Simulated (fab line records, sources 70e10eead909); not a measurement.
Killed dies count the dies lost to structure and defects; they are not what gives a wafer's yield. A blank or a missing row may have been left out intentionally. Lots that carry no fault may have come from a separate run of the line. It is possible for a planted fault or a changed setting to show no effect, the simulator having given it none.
Which of the tools did it? / flow nand_harc / Sampling: 11 lots, 33 wafers, 2 of 1302 route steps

WHAT EACH GAUGE READ, for each wafer
NHARC_P_M0_THK_MEAS_24: measures by xrf.
lot=L925; measured=day 6 08:13; on=film_metro-01; thk_nm (nm)=116.4 116.2 118.9
lot=L924; measured=day 6 09:01; on=film_metro-01; thk_nm (nm)=118.3 117.3 120.2
lot=L926; measured=day 7 04:43; on=film_metro-01; thk_nm (nm)=118.1 116.6 118.0
lot=L935; measured=day 10 14:56; on=film_metro-02; thk_nm (nm)=115.2 116.4 117.2
lot=L936; measured=day 11 07:59; on=film_metro-01; thk_nm (nm)=118.1 115.6 116.8
lot=L940; measured=day 12 20:33; on=film_metro-01; thk_nm (nm)=117.3 115.7 118.2
lot=L943; measured=day 14 06:54; on=film_metro-02; thk_nm (nm)=119.0 115.3 118.8
lot=L944; measured=day 14 11:55; on=film_metro-02; thk_nm (nm)=115.5 117.4 115.7
lot=L945; measured=day 14 18:09; on=film_metro-02; thk_nm (nm)=119.0 117.6 118.3
lot=L946; measured=day 15 15:08; on=film_metro-01; thk_nm (nm)=116.3 112.7 118.0
lot=L947; measured=day 15 15:40; on=film_metro-01; thk_nm (nm)=119.3 115.8 116.9

WHAT TOOL EACH LOT RAN ON (gives the tool, then ch and the chambers of the sampled wafers, and finally the start)
lot=L925; NHARC_P_M0_CMP_23=cmp-02 ch 0,1, day 6 07:54
lot=L924; NHARC_P_M0_CMP_23=cmp-04 ch 0,1,2, day 6 08:43
lot=L926; NHARC_P_M0_CMP_23=cmp-02 ch 1,2,3, day 7 04:27
lot=L935; NHARC_P_M0_CMP_23=cmp-04 ch 0,2,3, day 10 14:37
lot=L936; NHARC_P_M0_CMP_23=cmp-04 ch 0,2,3, day 11 07:44
lot=L940; NHARC_P_M0_CMP_23=cmp-02 ch 1,2,3, day 12 20:16
lot=L943; NHARC_P_M0_CMP_23=cmp-01 ch 2,3, day 14 06:37
lot=L944; NHARC_P_M0_CMP_23=cmp-04 ch 0,2,3, day 14 11:36
lot=L945; NHARC_P_M0_CMP_23=cmp-01 ch 0,2, day 14 17:50
lot=L946; NHARC_P_M0_CMP_23=cmp-01 ch 1,2,3, day 15 14:55
lot=L947; NHARC_P_M0_CMP_23=cmp-04 ch 1,3, day 15 15:23
- NHARC_P_M0_CMP_23: polishes, t overpolish 20 s, target thk 117.54 nm.

THE ANSWER, worked out from the rows above alone
Rule: what is usual is taken from the lots themselves. The widest of any qualifying gaps counts: lots, ordered by their means at a reading, are off when they make up no more than a third of the lots, leave a main group of 4 or more, and stand apart from it by 3 or more times the standard deviation of that group's means. A main group is skipped when, at the precision printed for the reading in the tables above, its means are all equal. A lot without any number at a reading at which 4 lots or more have one is off too. The other lots that the step has rows for count as sound.
No lot is off at any reading shown: from this, nothing can be told.

WHAT THE SIMULATOR HAD PUT IN
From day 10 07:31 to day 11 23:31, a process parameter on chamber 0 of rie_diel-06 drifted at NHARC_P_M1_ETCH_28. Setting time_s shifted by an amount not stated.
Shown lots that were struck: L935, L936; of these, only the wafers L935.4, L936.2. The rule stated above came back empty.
